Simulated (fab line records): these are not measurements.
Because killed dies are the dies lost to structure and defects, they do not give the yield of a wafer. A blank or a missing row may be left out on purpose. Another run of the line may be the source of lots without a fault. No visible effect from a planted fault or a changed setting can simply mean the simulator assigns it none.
Matching of chambers + flow nand_harc + 4 sister chambers for NHARC_A_STAIRCASE_ETCH_453 on rie_diel-05
The step etches the open film in CF4/O2, target depth 30 nm, overetch 3 nm, time 16.5 s. 4 wafers are shown with their chamber, then 7 later ones without.

WAFERS WITH THEIR CHAMBER
| wafer  | chamber | drypump_motor_current_A (A) |
|--------|---------|-----------------------------|
| L331.6 | 3       | 5.8                         |
| L347.2 | 1       | 6.5                         |
| L348.3 | 0       | 5.4                         |
| L348.5 | 2       | 6.1                         |

WAFERS WHOSE CHAMBER IS MISSING
| wafer  | drypump_motor_current_A (A) |
|--------|-----------------------------|
| L348.6 | 5.4                         |
| L350.2 | 5.8                         |
| L350.3 | 6.5                         |
| L350.5 | 5.4                         |
| L351.1 | 5.8                         |
| L351.3 | 6.5                         |
| L351.5 | 5.7                         |

EACH ONE'S CHAMBER
| wafer  | from the rows above | in truth |
|--------|---------------------|----------|
| L348.6 | 0                   | 0        |
| L350.2 | 3                   | 3        |
| L350.3 | 1                   | 1        |
| L350.5 | 0                   | 0        |
| L351.1 | 3                   | 3        |
| L351.3 | 1                   | 1        |
| L351.5 | 3                   | 3        |
Correct placement for 7 of the 7. Not placeable from these rows: 0. Wrongly placed: 0.
How it was worked out, from the rows above alone: a wafer's distance from a chamber is the root of the sum, over the readings, of the square of ((its reading less the chamber's mean) divided by the reading's scatter). If the next closest chamber is less than 2 further off than the closest, the wafer can't be placed; otherwise it belongs to the closest. The mean given for a chamber averages the wafers shown for that chamber. The scatter (one wafer shown for each chamber): square how far every hidden wafer sits from the nearest shown wafer, average those squares and take the square root.
